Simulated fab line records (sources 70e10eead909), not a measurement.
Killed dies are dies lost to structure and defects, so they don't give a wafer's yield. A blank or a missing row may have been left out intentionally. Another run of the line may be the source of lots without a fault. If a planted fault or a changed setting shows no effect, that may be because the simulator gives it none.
fab line records    flow nand-harc
record lots=12  wafers=36  last-day=25
route steps=1159 shown A_WL_FILL@833 A_BONDPAD@1075 END@1159
lots that met no fault: from a run of the same line without faults
start-h: start of the lot's first displayed wafer, in hours after the record's first day    wait-h: hours from the lot's prior step to this one    " same as the row above    L1.1+2: one row covering several wafers at once    - value missing, or start not given    * or withheld: withheld    < > ~ a bound
route shown NAME@n: NAME is a module with steps in the file, n the number in the route of the first one    usual: average and standard deviation across the fault-free wafers    same: alike in all rows    chamber/n: place in a boat    sites: readings site by site    _std_site: the values' standard deviation    _edge_site: the outer-site mean with the inner-site mean subtracted    radius-mm: how far each site lies from the wafer's centre    mask NAME#n: copy n    behind: the tool/chamber that last shaped the wafer    hold: reason for holding the lot/hours on hold/outcome of the hold    device: names the non-switching transistor (n, p or np)    end of line: the tests these same wafers got at the end of their route    a step given without rows: its recipe and nothing more    killed: dies that structure and defects cost at the first sort, which is not the same as the wafer's yield    map: dies across one wafer; x = killed, . = not, _ = none there
set.NAME: the run value of the setting; set.NAME@STEP: its run value at that earlier step    model.NAME: the simulator's own value behind a step, which no gauge read
a sample of lots followed through the steps of the route, with each step as a table and each wafer as a row
services: the hour from which a tool's chamber was out of use, counted from the record's first day as start-h (under 0 if before that day), plus the number of hours and why
## steps
# step NHARC_A_WL_FILL_CVD_20
# recipe target-thk-a=750  temp-c=300  pressure-torr=40  wf6-flow-sccm=40  h2-flow-sccm=1600  ar-flow-sccm=1560  time-s=5064  material=W
# usual chamber-pressure-Torr=40.00/0.088  heater-power-w=477/59  mfc-ar-sccm=1559/4.6  mfc-h2-sccm=1599/4.4  throttle-valve-pct=7.78/0.28
# same time-s=5064
lot.wafer  tool      chamber  start-h  wait-h  chamber-pressure-Torr  heater-power-w  mfc-ar-sccm  mfc-h2-sccm  since-wet-clean-h  throttle-valve-pct
L689.1     cvd-w-02  0        364.20   -       40.03                  402             1565         1601         155                7.93
L689.2     "         1        "        "       40.05                  443             1562         1603         155                7.64
L689.4     "         0        "        "       40.03                  386             1564         1597         -                  8.08
L688.4     cvd-w-01  0        366.30   -       40.09                  499             1560         1601         -                  7.89
L688.3     "         1        "        "       39.93                  558             1568         1601         -                  7.72
L688.6     "         0        "        "       40.14                  487             1557         1609         -                  8.02
L690.2     cvd-w-02  0        368.44   -       40.05                  409             1561         1595         159                7.85
L690.1     "         1        "        "       39.84                  459             1562         1601         160                8.10
L690.3     "         1        370.58   -       39.95                  452             1559         1594         -                  7.94
L691.2     cvd-w-02  0        373.42   -       39.86                  402             1552         1603         164                7.89
L691.4     "         1        "        "       39.94                  474             1564         1604         -                  7.78
L691.6     "         0        376.24   -       39.86                  402             1557         1600         -                  7.64
L696.4     cvd-w-02  0        418.68   -       40.04                  403             1554         1602         -                  7.28
L696.5     "         1        "        "       39.99                  443             1566         1601         -                  7.99
L696.6     "         0        "        "       40.15                  399             1555         1604         -                  7.39
L697.2     cvd-w-02  0        424.92   -       39.90                  397             1552         1593         34                 7.21
L697.3     "         1        "        "       40.07                  449             1551         1609         -                  7.81
L697.5     "         0        427.80   -       39.92                  409             1562         1593         -                  7.54
L701.1     cvd-w-01  0        427.06   -       39.92                  481             1565         1603         121                7.98
L701.5     "         0        429.89   -       40.07                  495             1555         1601         -                  7.91
L701.6     "         1        "        "       39.97                  570             1559         1596         -                  8.01
L699.2     cvd-w-01  0        432.95   -       40.14                  498             1556         1605         127                7.74
L699.3     "         0        434.37   -       40.09                  501             1556         1603         -                  7.77
L699.5     "         1        "        "       40.01                  544             1566         1601         -                  8.00
L702.2     cvd-w-01  1        446.64   -       40.19                  569             1555         1606         141                7.87
L702.3     "         0        448.81   -       40.00                  485             1563         1603         -                  8.35
L702.5     "         1        "        "       39.99                  556             1560         1607         -                  7.64
L700.4     cvd-w-01  1        452.41   -       39.93                  570             1557         1603         -                  7.91
L700.3     "         0        "        "       39.99                  493             1563         1602         -                  8.15
L700.5     "         1        "        "       39.93                  551             1552         1599         -                  7.71
L704.1     cvd-w-01  1        461.30   -       40.02                  569             1555         1600         156                7.58
L704.2     "         0        "        "       39.91                  502             1556         1595         156                8.02
L704.5     "         0        464.84   -       39.90                  501             1561         1592         -                  8.07
L707.3     cvd-w-01  0        488.90   -       39.88                  509             1552         1596         -                  7.70
L707.4     "         1        "        "       40.06                  553             1556         1601         -                  7.79
L707.5     "         1        491.05   -       40.06                  562             1555         1606         -                  8.09
# step NHARC_A_BONDPAD_DESCUM_11
# recipe time-s=3  o2-flow-sccm=200  ar-flow-sccm=0  bias-power-w=0  chemistry=O2
# usual drypump-motor-current-A=5.6/0.52  mfc-ar-sccm=0.003/0.0053  oes-product-au=0.999/0.012  rf-vpp-V=57.8/0.84  showerhead-plenum-p-Torr=1.90/0.056  throttle-valve-pct=11.312/0.0091
# same time-s=3
lot.wafer  tool         chamber  start-h  wait-h  drypump-motor-current-A  mfc-ar-sccm  oes-product-au  rf-hours-counter-h  rf-vpp-V  showerhead-plenum-p-Torr  throttle-valve-pct
L689.2     rie-diel-01  1        407.89   -       6.3                      0.000        1.004           3                   58.4      1.88                      11.326
L689.4     "            2        "        "       5.2                      0.005        1.011           3                   57.9      1.85                      11.300
L689.1     "            3        "        "       5.3                      0            0.999           4                   57.9      1.88                      11.313
L688.4     rie-diel-01  3        411.06   -       5.3                      0            0.996           4                   57.6      1.88                      11.297
L688.3     "            0        "        "       5.1                      0            1.002           4                   56.9      1.93                      11.322
L688.6     "            3        "        "       5.3                      0            0.996           -                   57.4      1.88                      11.316
L690.1     rie-diel-01  3        420.96   -       5.3                      0            0.993           4                   58.1      1.88                      11.307
L690.2     "            0        "        "       5.1                      0            1.013           4                   57.5      1.93                      11.310
L690.3     "            2        "        "       5.3                      0.005        1.002           4                   56.2      1.85                      11.305
L691.4     rie-diel-01  3        422.58   -       5.3                      0            0.992           4                   58.6      1.88                      11.310
L691.2     "            2        "        "       5.2                      0.005        0.998           4                   56.8      1.85                      11.304
L691.6     "            3        "        "       5.3                      0            0.993           -                   56.8      1.88                      11.311
L696.4     rie-diel-01  0        471.09   -       5.1                      0            1.016           6                   57.3      1.93                      11.309
L696.6     "            1        "        "       6.4                      0.000        1.001           -                   55.9      1.88                      11.323
L696.5     "            2        "        "       5.2                      0.005        1.006           -                   57.7      1.85                      11.318
L697.2     rie-diel-01  2        476.49   -       5.2                      0.005        1.013           6                   56.9      1.85                      11.313
L697.3     "            1        "        "       6.3                      0.000        1.010           6                   58.1      1.88                      11.317
L697.5     "            3        "        "       5.3                      0            1.000           -                   58.2      1.87                      11.326
L701.1     rie-diel-13  2        476.92   -       5.9                      0            0.979           5                   58.3      1.95                      11.322
L701.5     "            2        "        "       5.9                      0            0.993           -                   58.4      1.95                      11.308
L701.6     "            3        "        "       5.0                      0.011        1.000           -                   58.6      1.97                      11.312
L699.3     rie-diel-06  3        478.47   -       6.3                      0.026        1.015           13                  56.5      1.83                      11.304
L699.2     "            1        "        "       6.0                      0.013        1.000           13                  58.4      1.94                      11.305
L699.5     "            2        "        "       5.8                      0            0.993           -                   58.0      2.01                      11.315
L702.2     rie-diel-13  1        500.77   -       6.4                      0            0.987           15                  56.9      1.90                      11.306
L702.3     "            0        "        "       6.1                      0            0.981           13                  60.7      2.07                      11.303
L702.5     "            1        "        "       6.4                      0            0.982           -                   57.8      1.90                      11.317
L700.3     rie-diel-01  0        501.43   -       5.1                      0            1.015           0                   57.3      1.93                      11.318
L700.4     "            2        "        "       5.2                      0.005        0.988           0                   57.0      1.85                      11.309
L700.5     "            0        "        "       5.1                      0            1.024           -                   57.0      1.93                      11.322
L704.1     rie-diel-06  2        519.57   -       5.8                      0            0.997           22                  58.3      2.01                      11.301
L704.2     "            3        "        "       6.3                      0.026        1.021           22                  56.9      1.83                      11.313
L704.5     "            1        "        "       6.0                      0.013        1.003           -                   58.9      1.94                      11.323
L707.4     rie-diel-06  1        530.54   -       6.0                      0.013        1.013           19                  59.2      1.94                      11.310
L707.3     "            2        "        "       5.7                      0            0.989           24                  57.5      2.01                      11.321
L707.5     "            1        "        "       6.0                      0.013        1.005           -                   57.6      1.94                      11.304
# step NHARC_A_BONDPAD_ETCH_34
# recipe target-depth-a=600  overetch-a=180  time-s=65.91  ion-energy-ev=200  n2-flow-sccm=150  h2-flow-sccm=150  ar-flow-sccm=0  rf-w=400  bias-w=150  chemistry=N2/H2
# usual drypump-motor-current-A=5.6/0.52  mfc-ar-sccm=0.003/0.0051  oes-product-au=1.000/0.012  rf-vpp-V=430.2/2  showerhead-plenum-p-Torr=2.03/0.065  throttle-valve-pct=14.171/0.0091
# same time-s=65.91
lot.wafer  tool         chamber  start-h  wait-h  drypump-motor-current-A  mfc-ar-sccm  oes-product-au  rf-hours-counter-h  rf-vpp-V  showerhead-plenum-p-Torr  throttle-valve-pct
L689.4     rie-diel-01  0        407.99   0.1     5.1                      0            1.007           4                   430.2     2.06                      14.170
L689.2     "            1        "        "       6.4                      0.000        1.008           3                   429.5     2.00                      14.178
L689.1     "            2        "        "       5.2                      0.005        1.005           3                   428.1     1.97                      14.164
L688.4     rie-diel-01  0        411.15   0.1     5.1                      0            1.011           4                   431.8     2.06                      14.183
L688.3     "            1        "        "       6.3                      0.000        0.999           4                   429.8     2.00                      14.173
L688.6     "            0        "        "       5.2                      0            1.002           -                   432.2     2.06                      14.175
L690.1     rie-diel-01  1        421.04   0.1     6.3                      0.000        0.992           4                   429.6     2.00                      14.166
L690.3     "            3        "        "       5.3                      0            0.993           4                   429.1     2.00                      14.171
L690.2     "            0        "        "       5.2                      0            1.014           4                   431.5     2.06                      14.159
L691.4     rie-diel-01  2        422.66   0.1     5.3                      0.005        1.019           4                   428.7     1.97                      14.162
L691.2     "            1        "        "       6.3                      0.000        1.017           4                   429.7     2.00                      14.171
L691.6     "            2        "        "       5.2                      0.005        1.005           -                   428.2     1.97                      14.174
L696.4     rie-diel-01  0        471.16   0.1     5.1                      0            1.014           6                   430.8     2.06                      14.185
L696.5     "            2        "        "       5.3                      0.005        1.003           -                   429.0     1.97                      14.171
L696.6     "            3        "        "       5.3                      0            0.998           -                   428.4     2.00                      14.164
L697.3     rie-diel-01  0        476.58   0.1     5.1                      0            1.018           6                   431.6     2.06                      14.162
L697.2     "            3        "        "       5.3                      0            0.998           6                   430.3     2.00                      14.167
L697.5     "            0        "        "       5.1                      0            1.015           -                   431.3     2.06                      14.175
L701.1     rie-diel-13  1        477.01   0.1     6.4                      0            0.986           7                   430.3     2.03                      14.169
L701.5     "            1        "        "       6.4                      0            0.997           -                   431.0     2.03                      14.165
L701.6     "            2        "        "       6.0                      0            0.994           -                   430.9     2.08                      14.168
L699.2     rie-diel-06  3        478.56   0.1     6.3                      0.026        1.016           13                  429.4     1.95                      14.176
L699.3     "            0        "        "       4.9                      0            0.985           8                   426.9     1.93                      14.184
L699.5     "            1        "        "       6.0                      0.013        1.005           -                   431.6     2.07                      14.160
L702.2     rie-diel-13  3        501.04   0.3     5.0                      0.011        0.989           11                  432.4     2.10                      14.165
L702.3     "            0        "        "       6.1                      0            0.986           13                  435.6     2.21                      14.168
L702.5     "            1        "        "       6.4                      0            0.976           -                   430.3     2.03                      14.157
L700.3     rie-diel-01  2        501.50   0.1     5.2                      0.005        0.999           0                   427.4     1.97                      14.161
L700.4     "            0        "        "       5.1                      0            1.034           0                   430.5     2.06                      14.190
L700.5     "            2        "        "       5.3                      0.005        0.984           -                   428.6     1.97                      14.171
L704.1     rie-diel-06  0        519.64   0.1     4.9                      0            0.994           16                  429.5     1.93                      14.181
L704.2     "            2        "        "       5.8                      0            0.992           22                  434.4     2.15                      14.165
L704.5     "            1        "        "       6.1                      0.013        1.008           -                   432.2     2.07                      14.158
L707.4     rie-diel-06  1        530.63   0.1     6.0                      0.013        0.993           19                  431.1     2.07                      14.169
L707.3     "            2        "        "       5.7                      0            0.987           24                  433.6     2.14                      14.175
L707.5     "            0        "        "       4.9                      0            0.997           -                   427.4     1.93                      14.171
# step NHARC_END_SORT_01
# recipe temp-c=25
# usual killed-at-array=28/9.1  killed-at-other=0.6/0.87  killed-at-periphery=3.4/2.7  killed-dies=32/9  killed-open=3.2/1.9  killed-short=2.0/1.3
# same gross-dies=677
lot.wafer  tool       chamber  start-h  wait-h  killed-at-array  killed-at-other  killed-at-periphery  killed-dies  killed-open  killed-short
L696.4     prober-02  0        504.45   3.4     102              0                1                    103          2            1
L696.5     prober-02  0        505.25   3.7     93               1                2                    96           1            2
L696.6     prober-02  0        506.06   4.0     102              0                4                    106          4            4
L699.2     prober-02  0        526.31   2.8     28               0                1                    29           1            3
L699.5     prober-02  0        528.73   3.7     25               0                1                    26           4            2
L697.2     prober-02  0        534.11   2.8     90               1                0                    91           0            3
L697.3     prober-02  0        534.90   3.1     96               0                4                    100          1            2
L697.5     prober-02  0        536.49   3.7     101              0                3                    104          1            4
L702.2     prober-02  0        557.59   2.8     22               1                7                    30           3            3
L702.3     prober-02  0        558.38   3.1     18               2                9                    29           1            3
L702.5     prober-02  0        559.96   3.7     14               3                10                   27           2            2
# killed by level:class
L696.4 A_WL_FILL:unspecified=74 A_CHANNEL_HOLE_D1:chamber-film-flake=9 A_CONTACT:chamber-film-flake=9 A_STAIRCASE:chamber-film-flake=6 A_CHANNEL_FILL_D1:geometric-particle:open=1 A_CONTACT:geometric-particle:open=1 A_M0:geometric-particle:short=1 P_GATE:chamber-film-flake=1
L696.5 A_WL_FILL:unspecified=70 A_CHANNEL_HOLE_D1:chamber-film-flake=7 A_STAIRCASE:chamber-film-flake=7 A_CONTACT:chamber-film-flake=6 A_CONTACT:geometric-particle:short=1 A_M0:geometric-particle:short=1 STARTING-WAFER:geometric-particle:open=1 P_STI:chamber-film-flake=1
L696.6 A_WL_FILL:unspecified=78 A_STAIRCASE:chamber-film-flake=11 A_CHANNEL_HOLE_D1:chamber-film-flake=7 A_WL_FILL:geometric-particle:short=2 P_STI:geometric-particle:short=1 P_GATE:geometric-particle:short=1 P_M1:geometric-particle:open=1 P_M2:geometric-particle:open=1
L699.2 A_SLIT:chamber-film-flake=14 A_CHANNEL_HOLE_D1:chamber-film-flake=3 A_CHANNEL_FILL_D1:chamber-film-flake=3 A_CONTACT:chamber-film-flake=2 A_ONON_D1:geometric-particle:short=1 A_CHANNEL_HOLE_D1:geometric-particle:short=1 A_WL_FILL:geometric-particle:short=1 A_WL_FILL:geometric-particle:open=1
L699.5 A_SLIT:chamber-film-flake=12 A_STAIRCASE:chamber-film-flake=3 A_CHANNEL_HOLE_D1:chamber-film-flake=2 A_STAIRCASE:geometric-particle:short=1 A_WL_FILL:geometric-particle:open=1 A_WL_FILL:geometric-particle:short=1 A_CONTACT:geometric-particle:open=1 A_M0:geometric-particle:open=1
L697.2 A_WL_FILL:unspecified=69 A_SLIT:chamber-film-flake=12 A_CHANNEL_HOLE_D1:chamber-film-flake=4 A_STAIRCASE:chamber-film-flake=2 A_SOURCE_PLATE:geometric-particle:short=1 A_CONTACT:geometric-particle:short=1 STARTING-WAFER:geometric-particle:short=1 A_WL_FILL:chamber-film-flake=1
L697.3 A_WL_FILL:unspecified=71 A_SLIT:chamber-film-flake=14 A_CHANNEL_HOLE_D1:chamber-film-flake=8 P_M0:chamber-film-flake=2 P_M0:geometric-particle:open=1 A_CHANNEL_FILL_D1:geometric-particle:short=1 A_BLC:geometric-particle:short=1 P_GATE:chamber-film-flake=1
L697.5 A_WL_FILL:unspecified=75 A_CHANNEL_HOLE_D1:chamber-film-flake=12 A_SLIT:chamber-film-flake=8 A_CHANNEL_FILL_D1:geometric-particle:short=2 P_GATE:chamber-film-flake=2 A_SGD_CUT:geometric-particle:short=1 A_WL_FILL:geometric-particle:open=1 A_M0:geometric-particle:short=1
L702.2 A_CONTACT:chamber-film-flake=7 A_CHANNEL_HOLE_D1:chamber-film-flake=4 A_STAIRCASE:chamber-film-flake=4 P_M0:chamber-film-flake=3 A_WL_FILL:geometric-particle:open=2 P_STI:chamber-film-flake=2 P_M2:geometric-particle:short=1 A_ONON_D1:geometric-particle:short=1
L702.3 A_CONTACT:chamber-film-flake=7 A_STAIRCASE:chamber-film-flake=4 P_STI:chamber-film-flake=2 P_M0:chamber-film-flake=2 P_GATE:chamber-film-flake=2 P_CONTACT:chamber-film-flake=2 A_CHANNEL_HOLE_D1:chamber-film-flake=2 THIN_TSV:chamber-film-flake=2
L702.5 A_CHANNEL_HOLE_D1:chamber-film-flake=4 A_CONTACT:chamber-film-flake=4 A_STAIRCASE:chamber-film-flake=3 P_CONTACT:chamber-film-flake=3 P_M0:chamber-film-flake=3 THIN_TSV:chamber-film-flake=3 P_GATE:geometric-particle:open=2 P_STI:chamber-film-flake=2
## services
tool         chamber  start-h  hours  kind
rie-diel-01  -        342.49   0.3    repair
rie-diel-01  0        348.31   -      clean
rie-diel-01  1        348.31   -      clean
rie-diel-01  2        348.31   -      clean
rie-diel-01  3        348.31   -      clean
rie-diel-01  0        372.81   -      clean
rie-diel-01  1        372.81   -      clean
rie-diel-01  2        372.81   -      clean
rie-diel-01  3        372.81   -      clean
cvd-w-02     -        378.46   13.0   pm
rie-diel-01  1        394.72   2.4    repair
rie-diel-01  0        397.31   -      clean
rie-diel-01  1        397.31   -      clean
rie-diel-01  2        397.31   -      clean
rie-diel-01  3        397.31   -      clean
rie-diel-06  -        418.23   9.0    pm
rie-diel-01  0        421.81   -      clean
rie-diel-01  1        421.81   -      clean
rie-diel-01  2        421.81   -      clean
rie-diel-06  0        432.23   13.8   repair
rie-diel-13  0        441.82   5.4    repair
rie-diel-13  -        453.17   9.0    pm
cvd-w-01     -        474.47   13.0   pm
rie-diel-01  -        491.81   9.0    pm
## key
first-sign step=NHARC_END_SORT_01  reading=killed-at-array  direction=up  sigmas=7.7  usual=28  struck=97
effect step=NHARC_END_SORT_01  reading=killed-dies  direction=up  sigmas=7.6  usual=32  struck=100
more-kills-born-at NHARC_A_WL_FILL_CVD_20@cvd-w-02=437
met-at NHARC_A_WL_FILL_CVD_20
struck-lots L696,L697
tester-left-out L696,L697
not-acting-at NHARC_A_BONDPAD_DESCUM_11,NHARC_A_BONDPAD_ETCH_34
onset-between 373.42 418.68
fault kind=chamber-particle-source  tool=cvd-w-02  chamber=-  onset-h=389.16  steps=NHARC_A_WL_FILL_CVD_20  rate-per-visit-cm2=0.4708
# tester-left-out: of these lots the tester's yield and bins aren't shown, on N5 and GAA mostly nor the transistor test; their killed dies are dies lost to structure and defects alone, not to doping, threshold or leakage, so they don't give the yield
